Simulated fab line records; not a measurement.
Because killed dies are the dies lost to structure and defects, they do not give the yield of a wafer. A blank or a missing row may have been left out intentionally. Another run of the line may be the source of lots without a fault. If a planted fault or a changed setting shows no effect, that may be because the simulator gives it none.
Code-filled problem report in 8D (eight disciplines) form ; flow nand harc ; the parts of the form that need people (team, actions taken, sign-off) are left out

== 1. WHAT WENT WRONG ==
Wafers without a fault read 15000 W, standard deviation 2.8; cathode dc power W at NHARC_P_BONDPAD_PVD_17 reads a mean of 14235 W on 6 wafers belonging to 2 lots. So: -99 or more standard deviations from the usual mean.
The step: deposits TaN, target thk 5 nm, time 8.06 s.
Earliest sighting: wafer L688.3 on pvd sputter-01 at day 13 05:43. The record has a number at this step for 36 wafers belonging to 12 lots. By rule, "out" or "out of limits" means more than 4 standard deviations away from the usual mean. Any other wafer with a number is counted as sound.

== 2. WHAT THIS IS AND IS NOT ==
question;is;is not
which readings at this step;cathode dc power W;throttle valve pct
which lots;L688, L691;L672, L673, L674, L675, L677, L678, L680, L681, L694, L695
which wafers of those lots;all that have a number;-
read on which tools;pvd sputter-01;pvd sputter-02, pvd sputter-03
when;from day 13 05:43;"up to then (24 sound wafers); but 6 sound wafers of L694, L695 came after"

== 3. THE SUSPECTS, EACH WITH WHAT RULES IT OUT ==
Counting: a tool at any process step up to the reading remains a suspect when it ran all the lots that are out and ran no sound lot after the first of those.
- pvd sputter-01 at NHARC_P_BONDPAD_PVD_17 (deposits TaN, target thk 5 nm, time 8.06 s): kept. All lots that are out passed through it, beginning with L688 at day 13 05:43, and no sound lot followed; its final sound lot before that point was L678 at day 8 22:54. Its own cathode dc power W readings are out on those wafers.
After counting, what remains is pvd sputter-01 at NHARC_P_BONDPAD_PVD_17.

== 4. THE CAUSE (what the simulator had put in) ==
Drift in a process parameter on pvd sputter-01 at NHARC_P_BONDPAD_PVD_17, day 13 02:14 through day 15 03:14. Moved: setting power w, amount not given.
Only this tool survived the counting.

== 5. THE EFFECT CHAIN, in route order ==
Each row: a reading whose mean over the struck wafers that have a number lies more than 3 standard deviations from the usual. Only readings for which the record gives a usual standard deviation are gone through. hours: the time from each lot's start at the first step in this table that gives one to its start at this step, as a median over the lots. sigmas: the change in usual standard deviations.
hours;step;reading;usual;on struck wafers;change;sigmas
0;NHARC_P_BONDPAD_PVD_17;cathode dc power W;15000 W;14235;-765;-99 or more
Process steps it contains:
- NHARC_P_BONDPAD_PVD_17: deposits TaN, target thk 5 nm, time 8.06 s.
Later steps that measure or inspect, where all struck wafers having a row at the step show a number for every such reading and not one has moved that far: NHARC_P_BONDPAD_INSPECT_23, NHARC_END_SORT_01.

== 6. WHAT WOULD HAVE CAUGHT IT SOONER ==
In this record no reading fell out of limits until day 13 05:43, 3 hours after the fault had begun at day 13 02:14.
